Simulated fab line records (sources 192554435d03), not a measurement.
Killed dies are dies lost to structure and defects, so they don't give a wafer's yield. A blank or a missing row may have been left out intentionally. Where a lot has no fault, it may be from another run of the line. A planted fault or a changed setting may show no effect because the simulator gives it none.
Comparing a struck lot with a sound one | flow n5 finfet | 39 steps out of a route of 1938
Sound: wafers L457.1, L457.4, L457.5. Struck: wafer L449.1. (L449.2, L449.6 of the same lot were not struck and are left out.) The cause comes at the end.
Order at every step that has rows: each side's tool, ch and its chambers, its first start. Under that, the readings that differ: sound wafers | struck wafers | difference of the means | sigmas: that difference in standard deviations of wafers without a fault.
alike: same words and numbers on both sides, and readings whose means sit less than 2 such deviations apart. not compared: any withheld reading, any reading some wafer has no value for, any bound like >300 that may hide the same value, and any number with overlapping values for which the record gives no deviation.
The two part at a step that has a row with sigmas, a row that says differs or no value, or rows on one side only. When numbers do not overlap yet have no deviation, they are printed without sigmas and do not part them. A reading missing from all wafers of one side parts the sides only when that side holds two or more wafers.

first, 9 steps without rows for these wafers: N5_BEOL_M4_COAT_05 (resist thk 30 nm); N5_BEOL_M4_EBR_07; N5_BEOL_M4_SOFTBAKE_06 (time 60 s); N5_BEOL_M4_EXPOSE_08 (exposes mask M4); N5_BEOL_M4_PEB_09 (peb time 60 s); N5_BEOL_M4_DEVELOP_10 (develop time 30 s); N5_BEOL_M4_DESCUM_16 (chemistry O2, time 7 s); N5_BEOL_M4_ETCH_74 (etches underlayer in N2/H2, target depth 6.5 nm, time 5.2 s); N5_BEOL_M4_ETCH_63 (etches SiARC in CF4, target depth 15.6 nm, time 26 s).
N5_BEOL_M4_ETCH_64: etches SOC in N2/H2, target depth 75 nm, overetch 22.5 nm, time 121.9 s.
  sound on rie diel-03 ch 2,3, day 14 09:38; struck on rie diel-04 ch 3, day 13 09:22
  reading                                    | sound            | struck | difference | sigmas
  model.etch.depth nm (nm)                   | 59.8 59.81 59.77 | 53.08  | -6.71      |
  model.SiARC_of_BEOL_M4_COAT_62.thk nm (nm) | 6.6 6 6.6        | 9      | +3         |
  model.BEOL_M4.cd offset nm (nm)            | -0.2 -0.2 -0.2   | -1     | -1         |
  alike: drypump motor current A, h2 flow sccm, oes product au, rf vpp V, showerhead plenum p Torr, throttle valve pct
  not compared: rf hours counter h
then, 3 steps without rows for these wafers: N5_BEOL_M4_STRIP_65 (strips in N2/H2); N5_BEOL_M4_STRIP_75 (strips in N2/H2); N5_BEOL_M4_STRIP_66 (strips in CF4).
N5_BEOL_M4_HM_OPEN_17: chemistry Cl2/BCl3, target TiN, target depth 20 nm, overetch 6 nm.
  sound on rie metal-01 ch 0, day 14 09:49; struck on rie metal-01 ch 1, day 13 09:32
  reading                         | sound          | struck | difference | sigmas
  oes product au (a.u.)           | 0.71 0.73 0.71 | 0.46   | -0.26      | -3
  model.BEOL_M4.cd offset nm (nm) | -0.2 -0.2 -0.2 | -0.8   | -0.6       |
  alike: drypump motor current A, mfc ar sccm, throttle valve pct
  not compared: rf hours counter h
then, 1 step without rows for these wafers: N5_BEOL_M4_STRIP_19 (strips in O2).
N5_BEOL_M4_CD_MEAS_18: pitch 36 nm, target cd 18 nm.
  sound on cd sem-02 at day 14 10:00; struck on cd sem-01 at day 13 09:44
  not compared: cd nm
then, 13 steps without rows for these wafers: N5_BEOL_M4_COAT_67 (time 60 s, resist thk 60 nm); N5_BEOL_M4_COAT_68 (time 60 s, resist thk 12 nm); N5_BEOL_M4_COAT_76 (time 60 s, resist thk 5 nm); N5_BEOL_M4_COAT_22 (resist thk 30 nm); N5_BEOL_M4_EBR_24; N5_BEOL_M4_SOFTBAKE_23 (time 60 s); N5_BEOL_M4_EXPOSE_25 (exposes mask V3, defocus 5 nm); N5_BEOL_M4_PEB_26 (peb time 60 s); N5_BEOL_M4_DEVELOP_27 (develop time 30 s); N5_BEOL_M4_DESCUM_33 (chemistry O2, time 7 s); N5_BEOL_M4_ETCH_77 (etches underlayer in N2/H2, target depth 6.5 nm, time 5.2 s); N5_BEOL_M4_ETCH_69 (etches SiARC in CF4, target depth 15.6 nm, time 26 s); N5_BEOL_M4_ALD_98 (deposits SiO2, target thk 2.5 nm, pulse time 1 s, co reactant pulse time 1 s).
N5_BEOL_M4_ETCHBACK_99: etches SiO2 in CHF3, target depth 5 nm, time 10.4 s.
  sound on rie diel-04 ch 2,3, day 15 06:55; struck on rie diel-03 ch 1, day 13 20:59
  reading               | sound          | struck | difference | sigmas
  oes product au (a.u.) | 0.97 0.97 0.94 | 0.30   | -0.66      | -7
  alike: drypump motor current A, mfc ar sccm, oes_f_703_au, rf vpp V, showerhead plenum p Torr, throttle valve pct
  not compared: rf hours counter h
then, 5 steps without rows for these wafers: N5_BEOL_M4_ETCH_70 (etches SOC in N2/H2, target depth 80 nm, overetch 24 nm, time 130 s); N5_BEOL_M4_STRIP_71 (strips in N2/H2); N5_BEOL_M4_STRIP_78 (strips in N2/H2); N5_BEOL_M4_STRIP_83 (strips in C4F6/O2); N5_BEOL_M4_STRIP_36 (strips in N2/H2).
N5_BEOL_M4_OCD_MEAS_38:
  sound on ocd-02 at day 15 07:19; struck on ocd-01 at day 13 21:23
  reading              | sound          | struck | difference | sigmas
  trench depth nm (nm) | 57.1 57.3 56.5 | 0.3    | -56.7      | -57
N5_BEOL_M4_CD_MEAS_35: target cd 18 nm, target cd y 22.4 nm.
  sound on cd sem-03 at day 15 07:28; struck on cd sem-02 at day 13 21:32
  not compared: cd nm
N5_BEOL_M4_RC_MEAS_101:
  the record has rows for the sound wafers here (prober-01 ch 0, day 15 11:28) and none for the struck ones
-- a jump in the record: the struck wafers' starts before and after are 5 days apart (it breaks off in module BEOL_M4 and resumes in module PASSIVATION, where the first step shown is number 1936 of the route) --
N5_PASSIVATION_PROBE_49:
  the record has rows for the struck wafers here (prober-01, day 18 23:57) and none for the sound ones

WHERE THEY PART
At N5_BEOL_M4_HM_OPEN_17 first; at N5_PASSIVATION_PROBE_49 last (within this record only).

WHY: the cause the simulator had injected
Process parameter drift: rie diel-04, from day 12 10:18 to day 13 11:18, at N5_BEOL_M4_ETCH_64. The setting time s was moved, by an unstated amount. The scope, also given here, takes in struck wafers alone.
